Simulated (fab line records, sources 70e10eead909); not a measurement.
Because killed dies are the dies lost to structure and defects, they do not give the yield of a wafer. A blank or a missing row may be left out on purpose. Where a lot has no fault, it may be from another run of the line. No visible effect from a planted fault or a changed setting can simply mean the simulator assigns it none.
The tool behind it: which one? || flow nand harc || 33 wafers from 11 lots sampled at 6 of the route's 1159 steps

## WHAT THE GAUGES SHOWED, per wafer
NHARC_A_CHANNEL_HOLE_D1_INSPECT_40. Usual: raw defect count 59, standard deviation 16.
{"lot": "L830", "measured": "day 9 06:58", "on": "defect inspect-02", "raw defect count": "22 40 48", "flag": ""}
{"lot": "L831", "measured": "day 9 07:13", "on": "defect inspect-01", "raw defect count": "79 77 84", "flag": ""}
{"lot": "L834", "measured": "day 9 14:34", "on": "defect inspect-02", "raw defect count": "46 79 46", "flag": ""}
{"lot": "L835", "measured": "day 9 15:17", "on": "defect inspect-02", "raw defect count": "40 55 50", "flag": ""}
{"lot": "L836", "measured": "day 9 21:09", "on": "defect inspect-02", "raw defect count": "62 42 70", "flag": ""}
{"lot": "L839", "measured": "day 11 00:44", "on": "defect inspect-01", "raw defect count": "66 55 66", "flag": ""}
{"lot": "L840", "measured": "day 11 01:43", "on": "defect inspect-02", "raw defect count": "31 39 45", "flag": ""}
{"lot": "L842", "measured": "day 11 19:11", "on": "defect inspect-02", "raw defect count": "43 49 35", "flag": ""}
{"lot": "L849", "measured": "day 13 07:07", "on": "defect inspect-01", "raw defect count": "671 618 637", "flag": "OFF"}
{"lot": "L848", "measured": "day 13 07:53", "on": "defect inspect-01", "raw defect count": "64 64 80", "flag": ""}
{"lot": "L847", "measured": "day 13 10:49", "on": "defect inspect-01", "raw defect count": "637 647 662", "flag": "OFF"}

NHARC_END_SORT_01. Usual: killed at array 29, standard deviation 11; killed at other 0.5, standard deviation 0.8; killed at periphery 3.5, standard deviation 2.8; killed dies 33, standard deviation 12; killed open 3.1, standard deviation 1.8; killed short 1.8, standard deviation 1.4.
{"lot": "L849", "measured": "day 24 06:12", "on": "prober-02", "killed at array": "112 115 127", "killed at other": "0 0 0", "killed at periphery": "7 5 3", "killed dies": "119 120 130", "killed open": "3 1 3", "killed short": "2 1 1", "flag": "OFF"}
{"lot": "L847", "measured": "day 24 00:53", "on": "prober-01", "killed at array": "103 70 132", "killed at other": "2 0 1", "killed at periphery": "5 11 5", "killed dies": "110 81 138", "killed open": "4 4 6", "killed short": "1 4 0", "flag": "OFF"}

## TOOL THAT RAN EACH LOT (tool first, then ch and the chambers of the sampled wafers, then the start)
{"lot": "L830", "NHARC_A_CHANNEL_HOLE_D1_ETCH_22": "har etch-02 ch 0,1, day 9 02:13", "NHARC_A_CHANNEL_HOLE_D1_ETCH_44": "rie diel-01 ch 0,1,3, day 9 05:58", "NHARC_A_CHANNEL_HOLE_D1_STRIP_27": "rie diel-01 ch 1,2,3, day 9 06:58 or earlier", "NHARC_A_CHANNEL_FILL_D1_ALD_14": "ald hk-02 ch 1,2,3, day 9 14:13"}
{"lot": "L831", "NHARC_A_CHANNEL_HOLE_D1_ETCH_22": "har etch-01 ch 0,1, day 9 02:22", "NHARC_A_CHANNEL_HOLE_D1_ETCH_44": "rie diel-08 ch 0,3, day 9 06:14", "NHARC_A_CHANNEL_HOLE_D1_STRIP_27": "rie diel-08 ch 1,2, day 9 07:13 or earlier", "NHARC_A_CHANNEL_FILL_D1_ALD_14": "ald hk-02 ch 0,3, day 9 14:29"}
{"lot": "L834", "NHARC_A_CHANNEL_HOLE_D1_ETCH_22": "har etch-01 ch 0,1, day 9 09:44", "NHARC_A_CHANNEL_HOLE_D1_ETCH_44": "rie diel-07 ch 1,2,3, day 9 13:36", "NHARC_A_CHANNEL_HOLE_D1_STRIP_27": "rie diel-07 ch 0,1,3, day 9 14:34 or earlier", "NHARC_A_CHANNEL_FILL_D1_ALD_14": "ald hk-04 ch 1,2, day 9 21:52"}
{"lot": "L835", "NHARC_A_CHANNEL_HOLE_D1_ETCH_22": "har etch-02 ch 0,1, day 9 10:32", "NHARC_A_CHANNEL_HOLE_D1_ETCH_44": "rie diel-01 ch 1,2, day 9 14:18", "NHARC_A_CHANNEL_HOLE_D1_STRIP_27": "rie diel-01 ch 0,1,3, day 9 15:17 or earlier", "NHARC_A_CHANNEL_FILL_D1_ALD_14": "ald hk-02 ch 0,2,3, day 9 21:53"}
{"lot": "L836", "NHARC_A_CHANNEL_HOLE_D1_ETCH_22": "har etch-01 ch 0,1, day 9 16:36", "NHARC_A_CHANNEL_HOLE_D1_ETCH_44": "rie diel-08 ch 1,2,3, day 9 20:11", "NHARC_A_CHANNEL_HOLE_D1_STRIP_27": "rie diel-08 ch 0,1,3, day 9 21:09 or earlier", "NHARC_A_CHANNEL_FILL_D1_ALD_14": "ald hk-02 ch 1,2,3, day 10 06:58"}
{"lot": "L839", "NHARC_A_CHANNEL_HOLE_D1_ETCH_22": "har etch-01 ch 0,1, day 10 19:52", "NHARC_A_CHANNEL_HOLE_D1_ETCH_44": "rie diel-01 ch 0,2,3, day 10 23:39", "NHARC_A_CHANNEL_HOLE_D1_STRIP_27": "rie diel-01 ch 0,3, day 11 00:44 or earlier", "NHARC_A_CHANNEL_FILL_D1_ALD_14": "ald hk-02 ch 1,2, day 11 11:47"}
{"lot": "L840", "NHARC_A_CHANNEL_HOLE_D1_ETCH_22": "har etch-02 ch 0,1, day 10 20:57", "NHARC_A_CHANNEL_HOLE_D1_ETCH_44": "rie diel-08 ch 1,3, day 11 00:42", "NHARC_A_CHANNEL_HOLE_D1_STRIP_27": "rie diel-08 ch 0,1,2, day 11 01:43 or earlier", "NHARC_A_CHANNEL_FILL_D1_ALD_14": "ald hk-01 ch 0,1,3, day 11 11:52"}
{"lot": "L842", "NHARC_A_CHANNEL_HOLE_D1_ETCH_22": "har etch-02 ch 0,1, day 11 14:23", "NHARC_A_CHANNEL_HOLE_D1_ETCH_44": "rie diel-07 ch 1,2,3, day 11 18:13", "NHARC_A_CHANNEL_HOLE_D1_STRIP_27": "rie diel-07 ch 0,1,2, day 11 19:11 or earlier", "NHARC_A_CHANNEL_FILL_D1_ALD_14": "ald hk-01 ch 0,2,3, day 12 02:27"}
{"lot": "L849", "NHARC_A_CHANNEL_HOLE_D1_ETCH_22": "har etch-01 ch 1, day 13 01:49", "NHARC_A_CHANNEL_HOLE_D1_ETCH_44": "rie diel-01 ch 0,2, day 13 06:08", "NHARC_A_CHANNEL_HOLE_D1_STRIP_27": "rie diel-01 ch 1,2,3, day 13 07:07 or earlier", "NHARC_A_CHANNEL_FILL_D1_ALD_14": "ald hk-02 ch 0,2,3, day 13 14:22"}
{"lot": "L848", "NHARC_A_CHANNEL_HOLE_D1_ETCH_22": "har etch-02 ch 0,1, day 13 03:05", "NHARC_A_CHANNEL_HOLE_D1_ETCH_44": "rie diel-08 ch 0,3, day 13 06:55", "NHARC_A_CHANNEL_HOLE_D1_STRIP_27": "rie diel-08 ch 0,1,3, day 13 07:53 or earlier", "NHARC_A_CHANNEL_FILL_D1_ALD_14": "ald hk-02 ch 1,2, day 13 14:32"}
{"lot": "L847", "NHARC_A_CHANNEL_HOLE_D1_ETCH_22": "har etch-01 ch 0,1, day 13 06:08", "NHARC_A_CHANNEL_HOLE_D1_ETCH_44": "rie diel-01 ch 0,1,3, day 13 09:50", "NHARC_A_CHANNEL_HOLE_D1_STRIP_27": "rie diel-01 ch 0,2,3, day 13 10:49 or earlier", "NHARC_A_CHANNEL_FILL_D1_ALD_14": "ald hk-02 ch 0,1,3, day 13 18:10"}
- NHARC_A_CHANNEL_HOLE_D1_ETCH_22: etches the open film in C4F8/O2/Ar, time 666.7 s, target depth 1600 nm.
- NHARC_A_CHANNEL_HOLE_D1_ETCH_44: etches the open film in CF4/O2, target depth 140 nm, overetch 14 nm, time 77 s.
- NHARC_A_CHANNEL_HOLE_D1_STRIP_27: strips in O2.
- NHARC_A_CHANNEL_FILL_D1_ALD_14: deposits SiO2, target thk 2.5 nm, pulse time 10 s, ald cycles 25.

## WHAT THE TOOLS THEMSELVES READ (means of the sampled wafers that have a number; where no wafer has one, the mark that the record gives instead)
NHARC_A_CHANNEL_HOLE_D1_ETCH_22. Usual: c4f8 flow sccm 89.32 sccm, standard deviation 0.28; drypump motor current A 5.7 A, standard deviation 0.35; showerhead plenum p Torr 3.72 Torr, standard deviation 0.12; throttle valve pct 32.155 %, standard deviation 0.0088.
{"lot": "L830", "tool": "har etch-02", "c4f8 flow sccm (sccm)": 89.44, "drypump motor current A (A)": 6.0, "showerhead plenum p Torr (Torr)": 3.70, "throttle valve pct (%)": 32.152, "flag": ""}
{"lot": "L831", "tool": "har etch-01", "c4f8 flow sccm (sccm)": 89.25, "drypump motor current A (A)": 5.7, "showerhead plenum p Torr (Torr)": 3.68, "throttle valve pct (%)": 32.146, "flag": ""}
{"lot": "L834", "tool": "har etch-01", "c4f8 flow sccm (sccm)": 89.23, "drypump motor current A (A)": 5.6, "showerhead plenum p Torr (Torr)": 3.75, "throttle valve pct (%)": 32.154, "flag": ""}
{"lot": "L835", "tool": "har etch-02", "c4f8 flow sccm (sccm)": 89.60, "drypump motor current A (A)": 6.0, "showerhead plenum p Torr (Torr)": 3.69, "throttle valve pct (%)": 32.156, "flag": ""}
{"lot": "L836", "tool": "har etch-01", "c4f8 flow sccm (sccm)": 89.12, "drypump motor current A (A)": 5.6, "showerhead plenum p Torr (Torr)": 3.67, "throttle valve pct (%)": 32.152, "flag": ""}
{"lot": "L839", "tool": "har etch-01", "c4f8 flow sccm (sccm)": 89.32, "drypump motor current A (A)": 5.6, "showerhead plenum p Torr (Torr)": 3.75, "throttle valve pct (%)": 32.165, "flag": ""}
{"lot": "L840", "tool": "har etch-02", "c4f8 flow sccm (sccm)": 89.28, "drypump motor current A (A)": 5.7, "showerhead plenum p Torr (Torr)": 3.77, "throttle valve pct (%)": 32.157, "flag": ""}
{"lot": "L842", "tool": "har etch-02", "c4f8 flow sccm (sccm)": 89.62, "drypump motor current A (A)": 6.0, "showerhead plenum p Torr (Torr)": 3.68, "throttle valve pct (%)": 32.153, "flag": ""}
{"lot": "L849", "tool": "har etch-01", "c4f8 flow sccm (sccm)": 89.34, "drypump motor current A (A)": 5.6, "showerhead plenum p Torr (Torr)": 3.58, "throttle valve pct (%)": 32.155, "flag": ""}
{"lot": "L848", "tool": "har etch-02", "c4f8 flow sccm (sccm)": 89.29, "drypump motor current A (A)": 5.7, "showerhead plenum p Torr (Torr)": 3.76, "throttle valve pct (%)": 32.159, "flag": ""}
{"lot": "L847", "tool": "har etch-01", "c4f8 flow sccm (sccm)": 89.42, "drypump motor current A (A)": 5.6, "showerhead plenum p Torr (Torr)": 3.73, "throttle valve pct (%)": 32.156, "flag": ""}

NHARC_A_CHANNEL_HOLE_D1_ETCH_44. Usual: drypump motor current A 5.8 A, standard deviation 0.36; oes_o_777_au 1.000 a.u., standard deviation 0.0047; oes product au 0.996 a.u., standard deviation 0.012; rf vpp V 198.5 V, standard deviation 1.2; showerhead plenum p Torr 1.37 Torr, standard deviation 0.045; throttle valve pct 13.398 %, standard deviation 0.0088.
{"lot": "L830", "tool": "rie diel-01", "drypump motor current A (A)": 5.9, "oes_o_777_au (a.u.)": 1.000, "oes product au (a.u.)": 0.996, "rf vpp V (V)": 198.5, "showerhead plenum p Torr (Torr)": 1.35, "throttle valve pct (%)": 13.393, "flag": ""}
{"lot": "L831", "tool": "rie diel-08", "drypump motor current A (A)": 6.0, "oes_o_777_au (a.u.)": 0.997, "oes product au (a.u.)": 0.989, "rf vpp V (V)": 198.5, "showerhead plenum p Torr (Torr)": 1.38, "throttle valve pct (%)": 13.403, "flag": ""}
{"lot": "L834", "tool": "rie diel-07", "drypump motor current A (A)": 5.7, "oes_o_777_au (a.u.)": 0.998, "oes product au (a.u.)": 0.995, "rf vpp V (V)": 198.6, "showerhead plenum p Torr (Torr)": 1.38, "throttle valve pct (%)": 13.403, "flag": ""}
{"lot": "L835", "tool": "rie diel-01", "drypump motor current A (A)": 6.0, "oes_o_777_au (a.u.)": 0.993, "oes product au (a.u.)": 0.992, "rf vpp V (V)": 198.1, "showerhead plenum p Torr (Torr)": 1.40, "throttle valve pct (%)": 13.407, "flag": ""}
{"lot": "L836", "tool": "rie diel-08", "drypump motor current A (A)": 5.8, "oes_o_777_au (a.u.)": 1.000, "oes product au (a.u.)": 0.994, "rf vpp V (V)": 198.0, "showerhead plenum p Torr (Torr)": 1.38, "throttle valve pct (%)": 13.394, "flag": ""}
{"lot": "L839", "tool": "rie diel-01", "drypump motor current A (A)": 5.9, "oes_o_777_au (a.u.)": 1.003, "oes product au (a.u.)": 0.995, "rf vpp V (V)": 197.9, "showerhead plenum p Torr (Torr)": 1.34, "throttle valve pct (%)": 13.397, "flag": ""}
{"lot": "L840", "tool": "rie diel-08", "drypump motor current A (A)": 6.1, "oes_o_777_au (a.u.)": 1.000, "oes product au (a.u.)": 0.997, "rf vpp V (V)": 198.5, "showerhead plenum p Torr (Torr)": 1.37, "throttle valve pct (%)": 13.397, "flag": ""}
{"lot": "L842", "tool": "rie diel-07", "drypump motor current A (A)": 5.7, "oes_o_777_au (a.u.)": 1.003, "oes product au (a.u.)": 1.005, "rf vpp V (V)": 198.8, "showerhead plenum p Torr (Torr)": 1.37, "throttle valve pct (%)": 13.396, "flag": ""}
{"lot": "L849", "tool": "rie diel-01", "drypump motor current A (A)": 6.1, "oes_o_777_au (a.u.)": 0.999, "oes product au (a.u.)": 0.990, "rf vpp V (V)": 196.8, "showerhead plenum p Torr (Torr)": 1.30, "throttle valve pct (%)": 13.394, "flag": ""}
{"lot": "L848", "tool": "rie diel-08", "drypump motor current A (A)": 5.7, "oes_o_777_au (a.u.)": 0.997, "oes product au (a.u.)": 0.989, "rf vpp V (V)": 200.0, "showerhead plenum p Torr (Torr)": 1.40, "throttle valve pct (%)": 13.395, "flag": ""}
{"lot": "L847", "tool": "rie diel-01", "drypump motor current A (A)": 5.9, "oes_o_777_au (a.u.)": 1.000, "oes product au (a.u.)": 0.998, "rf vpp V (V)": 197.9, "showerhead plenum p Torr (Torr)": 1.35, "throttle valve pct (%)": 13.391, "flag": ""}

NHARC_A_CHANNEL_HOLE_D1_STRIP_27. Usual: drypump motor current A 5.8 A, standard deviation 0.35; oes product au 0.997 a.u., standard deviation 0.01; rf vpp V 58.1 V, standard deviation 0.92; showerhead plenum p Torr 3.62 Torr, standard deviation 0.12; throttle valve pct 17.038 %, standard deviation 0.009.
{"lot": "L830", "tool": "rie diel-01", "drypump motor current A (A)": 5.9, "oes product au (a.u.)": 0.997, "rf vpp V (V)": 58.4, "showerhead plenum p Torr (Torr)": 3.67, "throttle valve pct (%)": 17.040, "flag": ""}
{"lot": "L831", "tool": "rie diel-08", "drypump motor current A (A)": 5.5, "oes product au (a.u.)": 1.003, "rf vpp V (V)": 57.4, "showerhead plenum p Torr (Torr)": 3.64, "throttle valve pct (%)": 17.042, "flag": ""}
{"lot": "L834", "tool": "rie diel-07", "drypump motor current A (A)": 5.7, "oes product au (a.u.)": 0.998, "rf vpp V (V)": 58.8, "showerhead plenum p Torr (Torr)": 3.62, "throttle valve pct (%)": 17.030, "flag": ""}
{"lot": "L835", "tool": "rie diel-01", "drypump motor current A (A)": 6.0, "oes product au (a.u.)": 0.999, "rf vpp V (V)": 58.6, "showerhead plenum p Torr (Torr)": 3.56, "throttle valve pct (%)": 17.049, "flag": ""}
{"lot": "L836", "tool": "rie diel-08", "drypump motor current A (A)": 5.8, "oes product au (a.u.)": 0.990, "rf vpp V (V)": 58.6, "showerhead plenum p Torr (Torr)": 3.67, "throttle valve pct (%)": 17.035, "flag": ""}
{"lot": "L839", "tool": "rie diel-01", "drypump motor current A (A)": 5.8, "oes product au (a.u.)": 0.993, "rf vpp V (V)": 58.1, "showerhead plenum p Torr (Torr)": 3.51, "throttle valve pct (%)": 17.038, "flag": ""}
{"lot": "L840", "tool": "rie diel-08", "drypump motor current A (A)": 5.5, "oes product au (a.u.)": 1.000, "rf vpp V (V)": 57.8, "showerhead plenum p Torr (Torr)": 3.68, "throttle valve pct (%)": 17.033, "flag": ""}
{"lot": "L842", "tool": "rie diel-07", "drypump motor current A (A)": 5.4, "oes product au (a.u.)": 1.001, "rf vpp V (V)": 57.9, "showerhead plenum p Torr (Torr)": 3.65, "throttle valve pct (%)": 17.038, "flag": ""}
{"lot": "L849", "tool": "rie diel-01", "drypump motor current A (A)": 5.9, "oes product au (a.u.)": 0.998, "rf vpp V (V)": 57.7, "showerhead plenum p Torr (Torr)": 3.66, "throttle valve pct (%)": 17.029, "flag": ""}
{"lot": "L848", "tool": "rie diel-08", "drypump motor current A (A)": 5.8, "oes product au (a.u.)": 0.996, "rf vpp V (V)": 58.3, "showerhead plenum p Torr (Torr)": 3.67, "throttle valve pct (%)": 17.034, "flag": ""}
{"lot": "L847", "tool": "rie diel-01", "drypump motor current A (A)": 5.9, "oes product au (a.u.)": 1.003, "rf vpp V (V)": 57.5, "showerhead plenum p Torr (Torr)": 3.53, "throttle valve pct (%)": 17.036, "flag": ""}

NHARC_A_CHANNEL_FILL_D1_ALD_14. Usual: heater power w 473 W, standard deviation 33; precursor pulse height rel 1.001, standard deviation 0.02.
{"lot": "L830", "tool": "ald hk-02", "heater power w (W)": 466, "precursor pulse height rel": 0.990, "flag": ""}
{"lot": "L831", "tool": "ald hk-02", "heater power w (W)": 466, "precursor pulse height rel": 1.017, "flag": ""}
{"lot": "L834", "tool": "ald hk-04", "heater power w (W)": 443, "precursor pulse height rel": 1.010, "flag": ""}
{"lot": "L835", "tool": "ald hk-02", "heater power w (W)": 480, "precursor pulse height rel": 1.000, "flag": ""}
{"lot": "L836", "tool": "ald hk-02", "heater power w (W)": 469, "precursor pulse height rel": 1.020, "flag": ""}
{"lot": "L839", "tool": "ald hk-02", "heater power w (W)": 494, "precursor pulse height rel": 0.991, "flag": ""}
{"lot": "L840", "tool": "ald hk-01", "heater power w (W)": 483, "precursor pulse height rel": 1.021, "flag": ""}
{"lot": "L842", "tool": "ald hk-01", "heater power w (W)": 483, "precursor pulse height rel": 0.995, "flag": ""}
{"lot": "L849", "tool": "ald hk-02", "heater power w (W)": 484, "precursor pulse height rel": 0.999, "flag": ""}
{"lot": "L848", "tool": "ald hk-02", "heater power w (W)": 460, "precursor pulse height rel": 0.999, "flag": ""}
{"lot": "L847", "tool": "ald hk-02", "heater power w (W)": 446, "precursor pulse height rel": 0.997, "flag": ""}

## THE ANSWER, worked out from the rows above alone
Rule: lot off if the mean of its wafers having a number is beyond 3 standard deviations from the usual mean. Also off: a lot with no number at a reading for which 4 or more lots have one. The other lots that the step has rows for count as sound. The gauges are gone through in route order, then the tools' own readings, and for those a lot's mean is taken as printed above. The first step at which some lot is off is used, and at that step the reading that is off furthest; a lot without a number counts as furthest.
Off: L849, L847 (NHARC_A_CHANNEL_HOLE_D1_INSPECT_40, raw defect count).
If a tool, at a process step before that reading, ran all the lots that are off and no sound lot after the first of them, it fits. Not tried: the gauges at NHARC_A_CHANNEL_HOLE_D1_INSPECT_40; whatever is off there is also off at NHARC_END_SORT_01, on other tools, and gauge error can't account for it. Because NHARC_A_CHANNEL_HOLE_D1_STRIP_27 lacks a start for some lots, the hours and order of its lots are taken from NHARC_A_CHANNEL_HOLE_D1_INSPECT_40. This does not decide it: 2 tools fit, namely har etch-01 at NHARC_A_CHANNEL_HOLE_D1_ETCH_22 and rie diel-01 at NHARC_A_CHANNEL_HOLE_D1_ETCH_44 and NHARC_A_CHANNEL_HOLE_D1_STRIP_27.

## WHAT WAS PUT IN BY THE SIMULATOR
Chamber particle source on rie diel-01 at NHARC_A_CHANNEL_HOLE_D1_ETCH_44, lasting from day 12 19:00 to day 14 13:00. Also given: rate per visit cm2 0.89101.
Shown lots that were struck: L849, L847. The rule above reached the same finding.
